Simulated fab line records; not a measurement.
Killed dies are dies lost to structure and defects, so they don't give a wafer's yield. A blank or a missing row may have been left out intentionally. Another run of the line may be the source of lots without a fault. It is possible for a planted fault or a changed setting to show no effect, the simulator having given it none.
Chamber matching + flow n5 finfet + rie diel-02 running N5_HKMG_FIN_STRIP_89: 4 sister chambers
The step strips SOC in N2/H2, time 20 s. 8 wafers are shown with their chamber, then 10 later ones without.

## WAFERS, EACH WITH ITS CHAMBER
| wafer  | chamber | drypump motor current A (A) | showerhead plenum p Torr (Torr) |
|--------|---------|-----------------------------|---------------------------------|
| L080.6 | 2       | 6.5                         | 3.25                            |
| L082.5 | 0       | 5.3                         | 3.57                            |
| L082.6 | 3       | 6.8                         | 3.56                            |
| L087.1 | 3       | 6.8                         | 3.56                            |
| L087.2 | 1       | 5.7                         | 3.31                            |
| L087.3 | 0       | 5.3                         | 3.56                            |
| L088.3 | 1       | 5.6                         | 3.31                            |
| L088.4 | 2       | 6.5                         | 3.24                            |

## WAFERS WITH NO CHAMBER GIVEN
| wafer  | drypump motor current A (A) | showerhead plenum p Torr (Torr) |
|--------|-----------------------------|---------------------------------|
| L088.5 | 5.3                         | 3.56                            |
| L094.1 | 6.8                         | 3.55                            |
| L094.4 | 6.5                         | 3.23                            |
| L094.6 | 5.3                         | 3.55                            |
| L095.1 | 5.7                         | 3.30                            |
| L095.4 | 6.8                         | 3.55                            |
| L095.6 | 6.5                         | 3.23                            |
| L097.3 | 5.6                         | 3.30                            |
| L097.4 | 6.8                         | 3.54                            |
| L097.6 | 6.8                         | 3.54                            |

## WHICH CHAMBER EACH ONE RAN IN
| wafer  | from the rows above | in truth |
|--------|---------------------|----------|
| L088.5 | 0                   | 0        |
| L094.1 | 3                   | 3        |
| L094.4 | 2                   | 2        |
| L094.6 | 0                   | 0        |
| L095.1 | 1                   | 1        |
| L095.4 | 3                   | 3        |
| L095.6 | 2                   | 2        |
| L097.3 | 1                   | 1        |
| L097.4 | 3                   | 3        |
| L097.6 | 3                   | 3        |
Correctly placed: 10 of 10. Left unplaced by these rows: 0. Number placed wrongly: 0.
How it was worked out, from the rows above alone: a wafer's distance from a chamber is the root of the sum, over the readings, of the square of ((its reading less the chamber's mean) divided by the reading's scatter). The wafer belongs to the nearest chamber; if the next one is less than 2 further off, it can't be placed. Each chamber's mean is taken over the wafers shown for it. The scatter: take each reading less its chamber's mean, square it, sum over the shown wafers, divide by the number of wafers less the number of chambers, and take the root.
